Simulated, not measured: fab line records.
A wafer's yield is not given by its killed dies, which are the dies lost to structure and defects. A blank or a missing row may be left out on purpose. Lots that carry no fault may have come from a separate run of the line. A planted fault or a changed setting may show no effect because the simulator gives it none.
A struck lot beside a sound one + flow nand harc + 17 steps out of a route of 1159
Sound: these wafers, L953.1, L953.3, L953.6. Struck: wafer L942.2. (L942.3 of the same lot was not struck and is left out.) The cause comes at the end.
Each step with rows lists, per side, the tool, then ch with its chambers, then its first start. Under that, the readings that differ: sound wafers + struck wafers + difference of the means + sigmas: that difference in standard deviations of wafers without a fault.
alike: readings whose means differ by less than 2 such deviations, and words and numbers that are the same on both sides. not compared: withheld readings, readings that some wafer has no value for, bounds like >300 that may hide the same value, and numbers for which the record gives no deviation and whose values overlap.
Wherever a step has rows on one side only, a row that says differs or no value, or a row with sigmas, the two part there. Numbers that have no deviation but don't overlap get no sigmas and don't part them. A reading that every wafer of one side lacks parts them only if that side has two wafers or more.

NHARC_A_SGD_CUT_CD_MEAS_09 targets a cd of 100 nm.
  sound on cd sem-01 ch 0, day 19 04:43; struck on cd sem-01 ch 0, day 16 08:25
  alike: cd nm
NHARC_A_SGD_CUT_OVL_MEAS_10:
  sound on overlay-01 at day 19 04:49; struck on overlay-01 at day 16 08:30
  alike: overlay x nm, overlay y nm
NHARC_A_SGD_CUT_INSPECT_11:
  sound on defect inspect-01 at day 19 04:51; struck on defect inspect-01 at day 16 08:33
  alike: raw defect count
NHARC_A_SGD_CUT_DESCUM_14: chemistry O2, time 3 s.
  sound on rie diel-10 ch 2,3, day 19 04:55; struck on rie diel-08 ch 2, day 16 08:37
| reading                     | sound       | struck | difference | sigmas |
|-----------------------------|-------------|--------|------------|--------|
| drypump motor current A (A) | 6.3 5.2 6.3 | 5.2    | -0.7       | -2     |
  alike: oes product au, rf vpp V, showerhead plenum p Torr, throttle valve pct
  not compared: rf hours counter h
NHARC_A_SGD_CUT_ETCH_58: etches the open film in CF4, target depth 39 nm, time 65 s.
  sound on rie diel-10 ch 0,3, day 19 05:00; struck on rie diel-08 ch 2, day 16 08:43
  alike: cf4 flow sccm, drypump motor current A, oes product au, rf vpp V, showerhead plenum p Torr, throttle valve pct
  not compared: rf hours counter h
then, 2 steps without rows for these wafers: NHARC_A_SGD_CUT_ETCH_59 (etches the open film in N2/H2, target depth 260 nm, time 406.25 s); NHARC_A_SGD_CUT_ETCH_15 (etches the open film in CH3F/O2, target depth 75 nm, time 64.3 s).
NHARC_A_SGD_CUT_ETCH_16: etches the open film in C4F8/O2/Ar, target depth 310.5 nm, time 155.2 s.
  sound: rie diel-10 ch 0,2,3; struck: rie diel-08 ch 3
  alike: oes product au, rf vpp V
  not compared: rf hours counter h
then, 1 step without rows for these wafers: NHARC_A_SGD_CUT_STRIP_60 (strips in C4F8/O2/Ar).
NHARC_A_SGD_CUT_STRIP_17: strips in O2.
  sound: rie diel-10 ch 0,2,3; struck: rie diel-08 ch 1
  alike: drypump motor current A, oes product au, rf vpp V, showerhead plenum p Torr, throttle valve pct
  not compared: rf hours counter h
then, 2 steps without rows for these wafers: NHARC_A_SGD_CUT_PRECLEAN_18 (cleans in SC1); NHARC_A_SGD_CUT_SRD_19.
NHARC_A_SGD_CUT_DEP_20: deposits SiO2, target thk 150 nm.
  sound on fcvd-01 ch 0,1, day 19 06:02; struck on fcvd-02 ch 0,1, day 16 09:44
then, 1 step without rows for these wafers: NHARC_A_SGD_CUT_ANNEAL_27 (time 1800 s).
NHARC_A_SGD_CUT_CMP_21: polishes, target thk 148.19 nm.
  sound on cmp-04 ch 0,1,3, day 19 11:56; struck on cmp-04 ch 0, day 16 15:37
| reading                | sound          | struck | difference | sigmas |
|------------------------|----------------|--------|------------|--------|
| time to endpoint s (s) | 47.8 47.5 49.6 | 42.5   | -5.8       | -2     |
  alike: motor current A
NHARC_A_SGD_CUT_THK_MEAS_22: measures by ellipsometry.
  sound on film metro-02 at day 19 12:08; struck on film metro-02 at day 16 15:52
| reading     | sound             | struck | difference | sigmas |
|-------------|-------------------|--------|------------|--------|
| thk nm (nm) | 147.1 147.8 148.5 | 135.4  | -12.4      | -9     |
then, 1 step without rows for these wafers: NHARC_A_SGD_CUT_SRD_23.

WHERE THEY PART
First at NHARC_A_SGD_CUT_DESCUM_14; last, within this record, at NHARC_A_SGD_CUT_THK_MEAS_22.

WHY: the cause the simulator had injected
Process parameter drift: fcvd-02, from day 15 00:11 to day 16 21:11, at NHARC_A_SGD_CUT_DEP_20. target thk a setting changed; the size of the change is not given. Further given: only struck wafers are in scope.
